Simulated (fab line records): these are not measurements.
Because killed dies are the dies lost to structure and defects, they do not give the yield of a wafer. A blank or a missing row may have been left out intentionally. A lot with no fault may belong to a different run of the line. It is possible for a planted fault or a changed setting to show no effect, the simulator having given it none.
Which of the tools did it? | flow nand harc | 36 wafers from 12 lots sampled at 2 of the route's 1159 steps

== WHAT THE GAUGES SHOWED, per wafer ==
NHARC_A_BLC_CD_MEAS_19.
lot  | measured     | on        | cd nm (nm)
L076 | day 18 07:34 | cd sem-02 | 102.0 101.0 100.1
L078 | day 18 10:38 | cd sem-02 | 101.5 102.7 100.6
L079 | day 18 13:43 | cd sem-02 | 101.9 100.6 103.8
L080 | day 19 13:37 | cd sem-01 | 100.8 101.8 99.4
L082 | day 19 23:41 | cd sem-01 | 97.8 99.6 95.0
L087 | day 21 04:11 | cd sem-02 | 96.3 98.3 99.6
L086 | day 21 15:37 | cd sem-01 | 99.9 98.7 99.4
L085 | day 22 05:08 | cd sem-03 | 100.1 99.0 101.3
L090 | day 22 06:35 | cd sem-02 | 100.8 101.7 102.2
L092 | day 22 07:26 | cd sem-03 | 99.4 99.9 102.4
L095 | day 22 18:32 | cd sem-02 | 100.0 98.9 100.2
L096 | day 22 22:18 | cd sem-01 | 100.5 100.3 99.2

== EACH LOT AND THE TOOL THAT RAN IT (in order: tool; ch and the chambers of the sampled wafers; start) ==
lot  | NHARC_A_BLC_ETCH_17
L076 | rie diel-09 ch 0,2,3, day 18 07:34 or earlier
L078 | rie diel-09 ch 0,1, day 18 10:38 or earlier
L079 | rie diel-09 ch 0,1,3, day 18 13:43 or earlier
L080 | rie diel-08 ch 2,3, day 19 13:37 or earlier
L082 | rie diel-06 ch 0,1,3, day 19 23:41 or earlier
L087 | rie diel-06 ch 0,3, day 21 04:11 or earlier
L086 | rie diel-09 ch 0,2,3, day 21 15:37 or earlier
L085 | rie diel-09 ch 1,2, day 22 05:08 or earlier
L090 | rie diel-09 ch 0,3, day 22 06:35 or earlier
L092 | rie diel-09 ch 0,1,2, day 22 07:26 or earlier
L095 | rie diel-09 ch 0,2,3, day 22 18:32 or earlier
L096 | rie diel-08 ch 1,2, day 22 22:18 or earlier
- NHARC_A_BLC_ETCH_17: etches the open film in N2/H2, target depth 390 nm, time 609.38 s.

== THE ANSWER, worked out from the rows above alone ==
Rule: what is usual is taken from the lots themselves. Put in order of their means at a reading, lots are off if they are a third of the lots or fewer, leave a main group of 4 or more, and stand apart from it by a gap of 3 or more times the standard deviation of the main group's means; of several such gaps the widest counts. If all means in a main group match to the digits the tables above print for the reading, that group is not used. Also off: a lot with no number at a reading for which 4 or more lots have one. The other lots that the step has rows for count as sound.
None of the lots is off at any reading shown; this tells nothing.

== WHAT HAD BEEN PUT IN BY THE SIMULATOR ==
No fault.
